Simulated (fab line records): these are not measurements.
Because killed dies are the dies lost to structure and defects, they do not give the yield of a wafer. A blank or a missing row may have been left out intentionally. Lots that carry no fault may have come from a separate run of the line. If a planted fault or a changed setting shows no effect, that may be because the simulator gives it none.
fab line records	flow nand_harc
record lots=14	wafers=42	last_day=25
route steps=1159 shown P_BONDPAD@352 A_ZERO_WELL@400
lots with no fault: from the same line, run without faults
start_h: start of the lot's first displayed wafer, in hours after the record's first day	wait_h: hours from the lot's prior step to this one	" same as the row above	L1.1+2: a single row standing in for several wafers	- either no value or no given start	* or withheld: withheld	< > ~ a bound
route shown NAME@n: a module of which the file shows steps, and the number in the route of the first	usual: mean/standard deviation of fault-free wafers	same: alike in all rows	chamber/n: place in a boat	sites: readings site by site	_std_site: standard deviation of those values	_edge_site: mean of outer sites minus mean of inner sites	radius_mm: for every site, how far away it sits from the centre of the wafer	mask NAME#n: copy n	behind: the last tool/chamber to shape the wafer	hold: reason for holding the lot/hours on hold/outcome of the hold	device: names the non-switching transistor (n, p or np)	end of line: the route-end tests of the same wafers	for a step that has no rows: nothing shown but its recipe	killed: at the first sort, the dies lost to defects and structure; wafer yield is something else	map: a wafer's dies, x killed, . not, _ none there
set.NAME: the setting as run; set.NAME@STEP: as run at that earlier step	model.NAME: the simulator's own value behind a step, which no gauge read
steps of the route over a sample of lots; a table a step, a row a wafer
services: a tool's chamber out of use, with start hour (start_h, from the record's first day; less than 0 if before it), hours out, and reason
## steps
# step NHARC_P_BONDPAD_CMP_32
# recipe target_thk_nm=200	material=SiCN
# usual motor_current_A=11.6/1.2
lot.wafer	tool	chamber	start_h	wait_h	motor_current_A
L974.1	cmp-03	2	138.15	-	11.1
L974.3	"	3	"	"	12.0
L974.4	"	1	"	"	14.9
L975.2	cmp-03	0	142.34	-	12.2
L975.5	"	1	"	"	14.4
L975.6	"	2	"	"	11.1
L977.1	cmp-04	1	146.77	-	9.7
L977.6	"	0	"	"	10.0
L977.5	"	1	"	"	10.0
L978.4	cmp-01	1	155.79	-	10.9
L978.1	"	2	"	"	12.0
L978.5	"	3	"	"	12.3
L979.3	cmp-01	2	156.55	-	11.4
L979.1	"	3	"	"	12.4
L979.5	"	3	"	"	12.3
L981.2	cmp-04	2	163.53	-	12.5
L981.1	"	3	"	"	11.5
L981.4	"	0	"	"	9.8
L980.4	cmp-01	1	163.54	-	11.3
L980.6	"	0	"	"	11.6
L980.5	"	1	"	"	10.4
L989.1	cmp-04	3	222.91	-	11.1
L989.4	"	1	"	"	9.8
L989.6	"	3	"	"	11.1
L990.3	cmp-03	2	223.63	-	11.1
L990.1	"	3	"	"	12.9
L990.6	"	2	"	"	10.4
L991.4	cmp-01	2	236.20	-	10.6
L991.6	"	1	"	"	11.2
L991.5	"	2	"	"	10.8
L992.2	cmp-01	0	244.36	-	12.0
L992.6	"	1	"	"	10.4
L992.5	"	2	"	"	10.6
L994.2	cmp-01	3	246.98	-	12.5
L994.4	"	0	"	"	12.2
L994.3	"	2	"	"	11.1
L995.1	cmp-03	3	252.81	0.5	11.8
L995.2	"	0	"	"	12.4
L995.6	"	1	"	"	14.0
L997.2	cmp-04	3	276.49	0.4	11.3
L997.5	"	3	"	"	11.7
L997.6	"	0	"	"	10.0
# step NHARC_P_BONDPAD_ETCH_12
# recipe target_depth_a=2000	time_s=100	chf3_flow_sccm=50	o2_flow_sccm=10	ar_flow_sccm=200	rf_w=500	bias_w=200	chemistry=CHF3/O2
# usual drypump_motor_current_A=5.9/0.44	oes_product_au=0.935/0.02	rf_vpp_V=370.8/1.8	showerhead_plenum_p_Torr=2.41/0.074	throttle_valve_pct=20.572/0.0087
lot.wafer	tool	chamber	start_h	wait_h	drypump_motor_current_A	oes_product_au	rf_hours_counter_h	rf_vpp_V	showerhead_plenum_p_Torr	throttle_valve_pct
L974.3	rie_diel-05	2	-	-	6.7	0.953	49	373.1	2.52	20.563
L974.4	"	3	"	"	5.7	0.947	47	369.4	2.33	20.567
L974.1	"	1	"	"	5.3	0.948	45	367.7	2.31	20.567
L975.2	rie_diel-06	1	-	-	5.7	0.930	20	372.3	2.41	20.557
L975.6	"	2	"	"	5.4	0.905	-	371.0	2.35	20.590
L975.5	"	3	"	"	6.2	0.932	-	372.2	2.47	20.571
L977.1	rie_diel-05	2	-	-	6.7	0.925	50	373.7	2.52	20.573
L977.5	"	1	"	"	5.3	0.932	-	367.4	2.31	20.580
L977.6	"	2	"	"	6.7	0.930	-	374.9	2.52	20.579
L978.4	rie_diel-05	3	-	-	5.7	0.925	51	368.0	2.33	20.583
L978.1	"	1	"	"	5.3	0.923	48	367.2	2.30	20.561
L978.5	"	3	"	"	5.7	0.920	-	370.1	2.33	20.561
L979.1	rie_diel-12	2	-	-	6.2	0.911	12	372.6	2.52	20.569
L979.3	"	3	"	"	6.0	0.930	10	370.4	2.44	20.576
L979.5	"	0	"	"	6.3	0.925	-	369.6	2.32	20.594
L981.4	rie_diel-12	2	-	-	6.2	0.908	13	372.6	2.52	20.563
L981.2	"	0	"	"	6.3	0.920	13	368.9	2.32	20.573
L981.1	"	1	"	"	5.2	0.917	13	369.7	2.36	20.562
L980.4	rie_diel-06	3	-	-	6.1	0.938	38	372.2	2.47	20.579
L980.5	"	0	"	"	6.2	0.919	-	372.5	2.46	20.569
L980.6	"	1	"	"	5.7	0.936	-	368.9	2.41	20.585
L989.4	rie_diel-05	3	-	-	5.7	0.917	19	370.7	2.32	20.583
L989.1	"	0	"	"	5.9	0.913	19	369.5	2.36	20.577
L989.6	"	3	"	"	5.7	0.920	-	368.5	2.32	20.561
L990.1	rie_diel-12	2	-	-	6.2	0.957	1	372.2	2.52	20.570
L990.3	"	1	"	"	5.1	0.970	1	369.5	2.36	20.582
L990.6	"	3	"	"	6.0	0.962	-	369.0	2.44	20.567
L991.4	rie_diel-12	3	-	-	5.9	0.914	2	370.9	2.44	20.579
L991.6	"	2	"	"	6.2	0.929	-	372.3	2.52	20.569
L991.5	"	3	"	"	5.9	0.920	-	369.6	2.44	20.562
L992.2	rie_diel-12	3	-	-	5.9	0.914	3	370.4	2.44	20.590
L992.5	"	1	"	"	5.1	0.927	-	369.6	2.36	20.572
L992.6	"	3	"	"	6.0	0.915	-	371.4	2.44	20.568
L994.3	rie_diel-12	2	-	-	6.2	0.919	4	374.1	2.52	20.569
L994.4	"	0	"	"	6.3	0.912	2	367.6	2.32	20.571
L994.2	"	1	"	"	5.1	0.913	4	370.3	2.36	20.565
L995.2	rie_diel-12	3	-	-	6.0	0.959	5	371.7	2.43	20.575
L995.1	"	0	"	"	6.3	0.972	3	369.5	2.32	20.573
L995.6	"	1	"	"	5.1	0.973	-	370.0	2.36	20.564
L997.2	rie_diel-12	1	-	-	5.1	0.928	7	370.3	2.36	20.566
L997.5	"	0	"	"	6.3	0.919	-	370.0	2.32	20.568
L997.6	"	1	"	"	5.2	0.930	-	368.1	2.36	20.565
# step NHARC_P_BONDPAD_PRE_CLEAN_26
# recipe time_s=30	temp_c=280	gas=H2/He
# usual heater_power_w=399/38	susceptor_temp_C=279.99/0.17
lot.wafer	tool	chamber	start_h	wait_h	heater_power_w	susceptor_temp_C
L974.4	pvd_sputter-02	-	-	-	389	280.02
L974.3	"	-	"	"	478	280.01
L974.1	"	-	"	"	439	280.03
L975.2	pvd_sputter-02	-	-	-	464	280.05
L975.6	"	-	"	"	391	280.01
L975.5	"	-	"	"	383	280.02
L977.1	pvd_sputter-02	-	-	-	376	280.07
L977.6	"	-	"	"	461	280.00
L977.5	"	-	"	"	446	279.97
L978.4	pvd_sputter-02	-	-	-	394	279.83
L978.1	"	-	"	"	440	280.00
L978.5	"	-	"	"	390	279.94
L979.3	pvd_sputter-03	-	-	-	399	279.87
L979.1	"	-	"	"	338	280.10
L979.5	"	-	"	"	382	279.86
L981.4	pvd_sputter-02	-	-	-	429	279.98
L981.2	"	-	"	"	394	279.71
L981.1	"	-	"	"	466	280.39
L980.4	pvd_sputter-03	-	-	-	397	279.97
L980.6	"	-	"	"	409	280.07
L980.5	"	-	"	"	381	280.17
L989.1	pvd_sputter-03	-	-	-	359	-
L989.4	"	-	"	"	403	-
L989.6	"	-	"	"	352	-
L990.1	pvd_sputter-03	-	-	-	362	279.97
L990.3	"	-	"	"	405	279.84
L990.6	"	-	"	"	360	280.12
L991.4	pvd_sputter-02	-	-	-	398	280.06
L991.6	"	-	"	"	403	279.75
L991.5	"	-	"	"	393	279.94
L992.2	pvd_sputter-03	-	-	-	394	279.78
L992.6	"	-	"	"	410	280.16
L992.5	"	-	"	"	389	279.85
L994.3	pvd_sputter-02	-	-	-	456	280.08
L994.4	"	-	"	"	400	279.99
L994.2	"	-	"	"	387	280.16
L995.2	pvd_sputter-02	-	-	-	453	280.16
L995.1	"	-	"	"	391	280.22
L995.6	"	-	"	"	387	279.99
L997.2	pvd_sputter-01	-	-	-	343	-
L997.6	"	-	"	"	375	-
L997.5	"	-	"	"	333	-
# step NHARC_A_ZERO_WELL_DEVELOP_09
# recipe time_s=50	dev_temp_c=22
# usual chill_plate_temp_C=23.00/0.11	developer_temp_C=21.97/0.1	exhaust_pa=45.2/0.93
lot.wafer	tool	chamber	start_h	wait_h	chill_plate_temp_C	developer_temp_C	exhaust_pa
L974.1	litho_track-02	0	143	-	22.78	21.82	44.7
L974.3	"	0	"	"	22.94	21.82	45.4
L974.4	"	0	"	"	22.91	21.86	45.6
L975.2	litho_track-05	0	147	-	23.14	22.08	46.5
L975.5	"	0	"	"	23.01	22.07	45.8
L975.6	"	0	"	"	23.11	22.09	46.3
L977.1	litho_track-02	0	151	-	23.05	21.97	44.7
L977.5	"	0	"	"	22.96	21.92	44.8
L977.6	"	0	"	"	23.00	22.01	45.6
L978.1	litho_track-03	0	160	-	23.10	22.04	45.5
L978.4	"	0	"	"	23.06	21.99	45.4
L978.5	"	0	"	"	22.95	22.03	45.7
L979.1	litho_track-03	0	161	-	23.19	21.84	46.1
L979.3	"	0	"	"	23.01	21.87	45.6
L979.5	"	0	"	"	22.99	21.87	46.1
L981.1	litho_track-03	-	168	-	-	-	-
L981.2	"	-	"	"	-	-	-
L981.4	"	-	"	"	-	-	-
L980.4	litho_track-03	-	168	-	-	-	-
L980.5	"	-	"	"	-	-	-
L980.6	"	-	"	"	-	-	-
L989.1	litho_track-02	0	227	-	23.03	21.93	44.1
L989.4	"	0	"	"	22.81	21.85	45.1
L989.6	"	0	"	"	22.87	21.90	45.1
L990.1	litho_track-05	0	228	-	23.01	22.10	48.0
L990.3	"	0	"	"	23.03	21.99	45.7
L990.6	"	0	"	"	22.89	22.05	45.1
L991.4	litho_track-03	0	240	-	22.91	22.04	46.7
L991.5	"	0	"	"	23.09	21.96	44.4
L991.6	"	0	"	"	23.17	22.01	45.6
L992.2	litho_track-05	0	249	-	23.03	21.90	46.0
L992.5	"	0	"	"	22.93	21.92	45.5
L992.6	"	0	"	"	22.98	22.01	45.7
L994.2	litho_track-02	0	251	-	23.19	21.88	45.3
L994.3	"	0	"	"	23.22	22.06	46.1
L994.4	"	0	"	"	22.90	21.98	47.2
L995.1	litho_track-05	0	257	-	22.94	21.90	44.6
L995.2	"	0	"	"	22.86	22.00	45.2
L995.6	"	0	"	"	22.84	22.00	45.1
L997.2	litho_track-03	0	281	-	23.04	21.99	46.6
L997.5	"	0	"	"	22.93	21.92	45.8
L997.6	"	0	"	"	23.06	22.04	46.4
## services
tool	chamber	start_h	hours	kind
rie_diel-05	-	128.15	0.9	repair
pvd_sputter-03	-	130.64	9.9	repair
cmp-03	-	150.08	9.8	repair
cmp-04	-	156.08	0.4	repair
cmp-03	-	159.89	4.0	pm
rie_diel-05	-	164.57	9.0	pm
litho_track-02	-	165.01	7.0	pm
pvd_sputter-03	-	169.42	2.5	repair
cmp-03	-	174.38	4.3	repair
cmp-01	-	179.77	4.0	pm
pvd_sputter-02	-	181.17	4.7	repair
cmp-03	-	201.33	1.0	repair
rie_diel-12	-	202.40	9.0	pm
cmp-04	-	203.10	4.0	pm
cmp-04	-	210.34	1.5	repair
litho_track-03	-	213.00	7.0	pm
pvd_sputter-02	-	214.00	10.0	pm
cmp-04	-	227.51	4.1	repair
rie_diel-05	2	232.68	11.8	repair
rie_diel-12	0	241.27	6.4	repair
cmp-01	-	260.90	0.3	repair
rie_diel-12	-	264.57	0.6	repair
cmp-01	-	277.80	4.0	pm
pvd_sputter-03	-	280.09	10.0	pm
## key
first_sign step=NHARC_A_ZERO_WELL_DEVELOP_09	reading=tool_record	direction=missing
effect none on later readings
met_at NHARC_A_ZERO_WELL_DEVELOP_09
struck_lots L980,L981
later_rows_left_out L980.4,L980.5,L980.6,L981.1,L981.2,L981.4
sort_left_out L980.4,L980.5,L980.6,L981.1,L981.2,L981.4
tester_left_out L980,L981
not_acting_at NHARC_P_BONDPAD_CMP_32,NHARC_P_BONDPAD_ETCH_12,NHARC_P_BONDPAD_PRE_CLEAN_26
onset_between 161 168
fault kind=skipped_step_whole	tool=litho_track-03	chamber=-	onset_h=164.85	steps=NHARC_A_ZERO_WELL_DEVELOP_09	scope=struck_lots_only
# tester_left_out: of these lots the tester's yield and bins aren't shown, on N5 and GAA mostly nor the transistor test; their killed dies are dies lost to structure and defects alone, not to doping, threshold or leakage, so they don't give the yield
# sort_left_out: the simulated sort isn't trusted on such a fault, so these wafers' sort isn't shown, and their yield isn't known
# later_rows_left_out: the simulator's readings of these wafers behind a module that went badly wrong aren't trusted and aren't shown, but for the sort
